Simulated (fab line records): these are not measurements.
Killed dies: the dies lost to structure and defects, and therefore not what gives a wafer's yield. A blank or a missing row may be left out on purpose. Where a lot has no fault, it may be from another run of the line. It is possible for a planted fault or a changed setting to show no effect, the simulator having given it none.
Which tool did it? || flow nand harc || at 1 step of a route of 1302, 12 lots with 36 wafers sampled

WHAT THE GAUGES READ, wafer by wafer
NHARC_A_SLIT_OVL_MEAS_10.
{"lot": "L075", "measured": "day 19 20:43", "on": "overlay-02", "overlay x nm (nm)": "-0.6 -1.5 -0.9"}
{"lot": "L077", "measured": "day 21 09:36", "on": "overlay-02", "overlay x nm (nm)": "0.5 0.8 0.6"}
{"lot": "L078", "measured": "day 21 17:07", "on": "overlay-02", "overlay x nm (nm)": "-0.5 -0.4 -1.2"}
{"lot": "L082", "measured": "day 23 05:14", "on": "overlay-02", "overlay x nm (nm)": "0.9 0.5 0.9"}
{"lot": "L084", "measured": "day 23 11:34", "on": "overlay-01", "overlay x nm (nm)": "0.7 0.5 0.8"}
{"lot": "L085", "measured": "day 24 12:41", "on": "overlay-01", "overlay x nm (nm)": "1.5 0.7 1.2"}
{"lot": "L088", "measured": "day 25 07:06", "on": "overlay-02", "overlay x nm (nm)": "-0.7 -1.1 -0.9"}
{"lot": "L089", "measured": "day 25 13:05", "on": "overlay-02", "overlay x nm (nm)": "0.0 0.9 -0.2"}
{"lot": "L090", "measured": "day 26 15:23", "on": "overlay-02", "overlay x nm (nm)": "-0.8 -1.3 -1.0"}
{"lot": "L092", "measured": "day 27 08:01", "on": "overlay-01", "overlay x nm (nm)": "-0.2 0.2 -0.4"}
{"lot": "L095", "measured": "day 28 09:29", "on": "overlay-01", "overlay x nm (nm)": "0.0 -0.2 -0.1"}
{"lot": "L096", "measured": "day 28 17:21", "on": "overlay-01", "overlay x nm (nm)": "1.1 0.5 1.0"}

EACH LOT AND THE TOOL THAT RAN IT (in order: tool; ch and the chambers of the sampled wafers; start)
The record holds no process step before these readings.

THE ANSWER, worked out from the rows above alone
Rule: usual is defined by the lots themselves. The widest of any qualifying gaps counts: lots, ordered by their means at a reading, are off when they make up no more than a third of the lots, leave a main group of 4 or more, and stand apart from it by 3 or more times the standard deviation of that group's means. The tables above print the reading to a certain number of digits; a main group whose means all agree to those digits is not used. Also off: a lot with no number at a reading for which 4 or more lots have one. Where the step has rows for the other lots, those lots are counted as sound.
No lot is off at any reading shown: from this, nothing can be told.

WHAT WAS PUT IN BY THE SIMULATOR
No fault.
